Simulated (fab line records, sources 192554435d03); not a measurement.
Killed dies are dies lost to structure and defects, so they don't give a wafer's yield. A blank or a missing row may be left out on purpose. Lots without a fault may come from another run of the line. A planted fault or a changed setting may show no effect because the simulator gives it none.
Chamber matching | flow n5_finfet | N5_BEOL_M8_ETCH_65 on rie_diel-01: 4 sister chambers
The step etches SiARC in CF4, target depth 15.6 nm, time 26 s. 8 wafers are shown with their chamber, then 7 later ones without.

WAFERS WITH THEIR CHAMBER
wafer  | chamber | drypump_motor_current_A (A) | showerhead_plenum_p_Torr (Torr)
L080.6 | 0       | 6.4                         | 2.20
L082.4 | 3       | 5.9                         | 2.08
L082.6 | 3       | 5.9                         | 2.08
L085.2 | 2       | 6.6                         | 2.05
L085.3 | 0       | 6.4                         | 2.20
L085.4 | 1       | 5.8                         | 2.07
L092.1 | 1       | 5.7                         | 2.07
L092.2 | 2       | 6.6                         | 2.04

WAFERS WITHOUT THEIR CHAMBER
wafer  | drypump_motor_current_A (A) | showerhead_plenum_p_Torr (Torr)
L092.6 | 6.4                         | 2.20
L094.1 | 6.4                         | 2.20
L094.2 | 6.0                         | 2.07
L094.5 | 6.4                         | 2.20
L096.2 | 6.0                         | 2.07
L096.4 | 6.6                         | 2.04
L096.5 | 6.4                         | 2.20

WHICH CHAMBER EACH WENT THROUGH
wafer  | from the rows above | in truth
L092.6 | 0                   | 0
L094.1 | 0                   | 0
L094.2 | 3                   | 3
L094.5 | 0                   | 0
L096.2 | 3                   | 3
L096.4 | 2                   | 2
L096.5 | 0                   | 0
Placed correctly: 7 of 7. Can't be placed from these rows: 0. Placed wrongly: 0.
How it was worked out, from the rows above alone: a wafer's distance from a chamber is the root of the sum, over the readings, of the square of ((its reading less the chamber's mean) divided by the reading's scatter). The wafer belongs to the nearest chamber; if the next one is less than 2 further off, it can't be placed. A chamber's mean is the mean of its shown wafers. The scatter: the root of (the sum of the squares of (reading less its chamber's mean) over the shown wafers, divided by (wafers less chambers)).
